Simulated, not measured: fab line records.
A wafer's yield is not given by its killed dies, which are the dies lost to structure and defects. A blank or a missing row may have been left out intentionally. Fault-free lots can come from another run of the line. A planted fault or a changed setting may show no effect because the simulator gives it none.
Matching of chambers / flow n5 finfet / N5_MIM_TOP_ALD_00 on ald hk-01 has 4 sister chambers
The step deposits Al2O3, purge time 3 s, co reactant pulse time 3 s. 7 wafers are shown with their chamber, then 7 later ones without.

WAFERS PAIRED WITH THEIR CHAMBERS
wafer=L085.1; chamber=0; precursor pulse height rel=0.959
wafer=L085.2; chamber=3; precursor pulse height rel=1.012
wafer=L085.4; chamber=1; precursor pulse height rel=1.000
wafer=L089.1; chamber=0; precursor pulse height rel=0.988
wafer=L089.6; chamber=2; precursor pulse height rel=1.030
wafer=L093.3; chamber=3; precursor pulse height rel=1.055
wafer=L093.4; chamber=2; precursor pulse height rel=0.993

WAFERS WITH NO CHAMBER GIVEN
wafer=L093.6; precursor pulse height rel=0.997
wafer=L090.1; precursor pulse height rel=1.017
wafer=L090.3; precursor pulse height rel=1.004
wafer=L090.5; precursor pulse height rel=1.016
wafer=L097.1; precursor pulse height rel=0.972
wafer=L097.4; precursor pulse height rel=1.020
wafer=L097.6; precursor pulse height rel=0.986

THE CHAMBER EACH PASSED THROUGH
wafer=L093.6; from the rows above=can't be placed: 1 or 2 or 0 or 3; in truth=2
wafer=L090.1; from the rows above=can't be placed: 2 or 3 or 1 or 0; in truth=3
wafer=L090.3; from the rows above=can't be placed: 1 or 2 or 3 or 0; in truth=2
wafer=L090.5; from the rows above=can't be placed: 2 or 1 or 3 or 0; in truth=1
wafer=L097.1; from the rows above=can't be placed: 0 or 1 or 2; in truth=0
wafer=L097.4; from the rows above=can't be placed: 2 or 3 or 1 or 0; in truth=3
wafer=L097.6; from the rows above=can't be placed: 0 or 1 or 2 or 3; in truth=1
Placed correctly: 0 of 7. Unplaceable from these rows: 7, with the true chamber sitting among the candidates in 7. Number placed wrongly: 0.
How it was worked out, from the rows above alone: a wafer's distance from a chamber is the root of the sum, over the readings, of the square of ((its reading less the chamber's mean) divided by the reading's scatter). If the next closest chamber is less than 2 further off than the closest, the wafer can't be placed; otherwise it belongs to the closest. For every chamber, the mean is computed from those of its wafers that are shown. How the scatter is found: for the shown wafers, subtract from each reading the mean of its chamber, square and add these, divide the total by (wafers less chambers), then take the root.
